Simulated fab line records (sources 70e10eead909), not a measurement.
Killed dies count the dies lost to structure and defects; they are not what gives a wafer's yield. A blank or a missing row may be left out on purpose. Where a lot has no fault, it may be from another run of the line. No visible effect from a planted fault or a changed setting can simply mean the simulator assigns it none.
The tool behind it: which one?    flow nandHarc    13 lots with 39 wafers sampled at 5 steps, on a route of 1302 steps

## WHAT THE GAUGES READ, wafer by wafer
NHARC_A_ONON_D1_THK_MEAS_08: measures by ellipsometry.
lot   measured      on            thkNm (nm)
L200  day 7 22:44   filmMetro-02  990 990 988
L202  day 8 19:57   filmMetro-02  1018 1017 1017
L208  day 11 01:47  filmMetro-02  995 995 993
L210  day 12 03:42  filmMetro-01  1010 1007 1007
L211  day 12 03:44  filmMetro-02  999 1001 1001
L215  day 13 22:56  filmMetro-02  994 995 994
L214  day 13 22:55  filmMetro-01  982 982 983
L216  day 14 12:18  filmMetro-02  993 993 993
L217  day 14 15:33  filmMetro-01  993 994 995
L218  day 15 05:23  filmMetro-01  1015 1015 1015
L219  day 15 23:22  filmMetro-02  998 1002 998
L220  day 15 23:25  filmMetro-01  1014 1013 1013
L223  day 17 04:42  filmMetro-02  999 999 999

NHARC_A_ONON_D1_THK_MEAS_11: measures by ellipsometry.
lot   measured      on            thkNm (nm)
L200  day 7 23:19   filmMetro-02  1015 1016 1016
L202  day 8 20:31   filmMetro-02  999 1001 1000
L208  day 11 02:21  filmMetro-02  1003 1003 1069
L210  day 12 04:17  filmMetro-02  1012 1010 1009
L211  day 12 04:18  filmMetro-01  1000 1000 1067
L215  day 13 23:30  filmMetro-01  999 999 996
L214  day 13 23:29  filmMetro-02  992 991 991
L216  day 14 12:52  filmMetro-01  1011 1013 1013
L217  day 14 16:07  filmMetro-01  979 980 979
L218  day 15 05:57  filmMetro-02  995 998 999
L219  day 15 23:56  filmMetro-02  1018 1019 1016
L220  day 15 23:59  filmMetro-01  1004 1005 1005
L223  day 17 05:16  filmMetro-02  991 992 991

NHARC_END_SORT_01.
lot   measured      on         killedAtArray  killedAtOther  killedAtPeriphery  killedDies  killedOpen  killedShort
L208  day 27 11:43  prober-01  77 71 671      1 0 0          7 16 6             85 87 677   1 7 2       1 2 1
L211  day 29 12:19  prober-02  50 45 671      4 5 0          7 5 6              61 55 677   7 2 3       2 3 0

## TOOL THAT RAN EACH LOT (tool first, then ch and the chambers of the sampled wafers, then the start)
lot   NHARC_A_ZERO_WELL_DESCUM_12        NHARC_A_ONON_D1_DEP_09
L200  rieDiel-08 ch 1,2, day 6 23:38     pecvdOnon-01 ch 0, day 7 22:55
L202  rieDiel-08 ch 0,1, day 7 18:59     pecvdOnon-03 ch 0, day 8 20:00
L208  rieDiel-08 ch 0,3, day 10 01:01    pecvdOnon-04 ch 0, day 11 01:50
L210  rieDiel-07 ch 0,2, day 11 04:26    pecvdOnon-03 ch 0, day 12 03:46
L211  rieDiel-11 ch 0,1,2, day 11 05:16  pecvdOnon-04 ch 0, day 12 03:47
L215  rieDiel-08 ch 1,2,3, day 12 23:29  pecvdOnon-03 ch 0, day 13 23:06
L214  rieDiel-08 ch 0,1,3, day 13 00:07  pecvdOnon-01 ch 0, day 13 22:59
L216  rieDiel-08 ch 0,1,3, day 13 11:17  pecvdOnon-01 ch 0, day 14 12:22
L217  rieDiel-08 ch 1,2, day 13 15:58    pecvdOnon-04 ch 0, day 14 15:44
L218  rieDiel-11 ch 0,1,3, day 14 06:25  pecvdOnon-01 ch 0, day 15 05:26
L219  rieDiel-08 ch 0,2,3, day 14 21:40  pecvdOnon-04 ch 0, day 15 23:36
L220  rieDiel-08 ch 0,2, day 15 02:38    pecvdOnon-03 ch 0, day 15 23:32
L223  rieDiel-07 ch 2,3, day 16 06:28    pecvdOnon-04 ch 0, day 17 04:49
- NHARC_A_ZERO_WELL_DESCUM_12: chemistry O2, time 3 s.
- NHARC_A_ONON_D1_DEP_09: target thk 1000 nm.

## AS READ BY THE TOOLS THEMSELVES (means over the sampled wafers that have a number; for cases with no such wafer, the mark the record gives instead)
NHARC_A_ZERO_WELL_DESCUM_12.
lot   tool        drypumpMotorCurrentA (A)  o2FlowSccm (sccm)  oesProductAu (a.u.)  rfVppV (V)  showerheadPlenumPTorr (Torr)  throttleValvePct (%)
L200  rieDiel-08  6.2                       199.5              0.997                58.1        1.91                          11.306
L202  rieDiel-08  5.8                       200.4              0.998                57.9        1.98                          11.311
L208  rieDiel-08  5.2                       199.6              1.015                58.0        2.05                          11.307
L210  rieDiel-07  5.8                       200.3              1.008                56.9        1.83                          11.311
L211  rieDiel-11  5.9                       200.8              0.999                56.7        1.91                          11.314
L215  rieDiel-08  6.1                       200.1              0.994                57.9        1.93                          11.299
L214  rieDiel-08  5.7                       199.9              0.996                58.8        2.00                          11.319
L216  rieDiel-08  5.7                       200.0              1.006                58.8        2.00                          11.313
L217  rieDiel-08  6.2                       200.3              1.006                58.2        1.91                          11.311
L218  rieDiel-11  5.6                       200.1              0.997                57.0        1.88                          11.305
L219  rieDiel-08  5.6                       200.6              1.002                57.8        1.97                          11.311
L220  rieDiel-08  5.5                       199.9              1.003                58.4        1.92                          11.311
L223  rieDiel-07  5.5                       200.1              1.008                57.7        1.83                          11.309

## THE ANSWER, worked out from the rows above alone
Rule: usual is defined by the lots themselves. The widest of any qualifying gaps counts: lots, ordered by their means at a reading, are off when they make up no more than a third of the lots, leave a main group of 4 or more, and stand apart from it by 3 or more times the standard deviation of that group's means. Not used: any main group whose means are identical at the precision the tables above print for the reading. Also off: a lot with no number at a reading for which 4 or more lots have one. Where the step has rows for the other lots, those lots are counted as sound. The gauges are gone through in route order, then the tools' own readings, and for those a lot's mean is taken as printed above. At the first step where some lot is off, the reading lying furthest off is the one used; lots without a number count as furthest.
No lot is off on any of the readings shown, so nothing can be concluded from this.

## WHAT THE SIMULATOR HAD PUT IN
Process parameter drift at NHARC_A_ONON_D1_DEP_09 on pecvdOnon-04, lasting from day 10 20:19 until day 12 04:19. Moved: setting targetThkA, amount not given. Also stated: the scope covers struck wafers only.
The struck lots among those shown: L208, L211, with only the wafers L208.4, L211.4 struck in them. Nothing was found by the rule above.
